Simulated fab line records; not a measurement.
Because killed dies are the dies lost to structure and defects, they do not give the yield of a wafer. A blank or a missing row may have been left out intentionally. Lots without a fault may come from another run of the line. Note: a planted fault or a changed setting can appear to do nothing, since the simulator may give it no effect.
Matching of chambers / flow nand harc / 3 sister chambers for NHARC_P_M1_PRE_CLEAN_32 on pecvd-04
The step time 12 s. 6 wafers are shown with their chamber, then 8 later ones without.

== WAFERS, EACH WITH ITS CHAMBER ==
wafer=L078.2; chamber=1; heater power w (W)=557
wafer=L078.4; chamber=0; heater power w (W)=562
wafer=L081.3; chamber=1; heater power w (W)=485
wafer=L083.5; chamber=0; heater power w (W)=644
wafer=L083.6; chamber=2; heater power w (W)=643
wafer=L086.1; chamber=2; heater power w (W)=700

== WAFERS WHOSE CHAMBER IS MISSING ==
wafer=L086.4; heater power w (W)=575
wafer=L086.5; heater power w (W)=607
wafer=L089.3; heater power w (W)=590
wafer=L089.5; heater power w (W)=602
wafer=L089.6; heater power w (W)=606
wafer=L092.1; heater power w (W)=568
wafer=L092.2; heater power w (W)=655
wafer=L092.5; heater power w (W)=674

== EACH ONE'S CHAMBER ==
wafer=L086.4; from the rows above=can't be placed: 0 or 1 or 2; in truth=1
wafer=L086.5; from the rows above=can't be placed: 0 or 2 or 1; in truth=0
wafer=L089.3; from the rows above=can't be placed: 0 or 1 or 2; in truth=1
wafer=L089.5; from the rows above=can't be placed: 0 or 2 or 1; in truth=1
wafer=L089.6; from the rows above=can't be placed: 0 or 2 or 1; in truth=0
wafer=L092.1; from the rows above=can't be placed: 0 or 1 or 2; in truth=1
wafer=L092.2; from the rows above=can't be placed: 2 or 0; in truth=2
wafer=L092.5; from the rows above=can't be placed: 2 or 0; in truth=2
Correctly placed: 0 of 8. From these rows, 8 cannot be placed; in 8 the true chamber is one of the candidates. 0 placed wrongly.
How it was worked out, from the rows above alone: a wafer's distance from a chamber is the root of the sum, over the readings, of the square of ((its reading less the chamber's mean) divided by the reading's scatter). The wafer belongs to the nearest chamber; if the next one is less than 2 further off, it can't be placed. The mean given for a chamber averages the wafers shown for that chamber. The scatter: take each reading less its chamber's mean, square it, sum over the shown wafers, divide by the number of wafers less the number of chambers, and take the root.
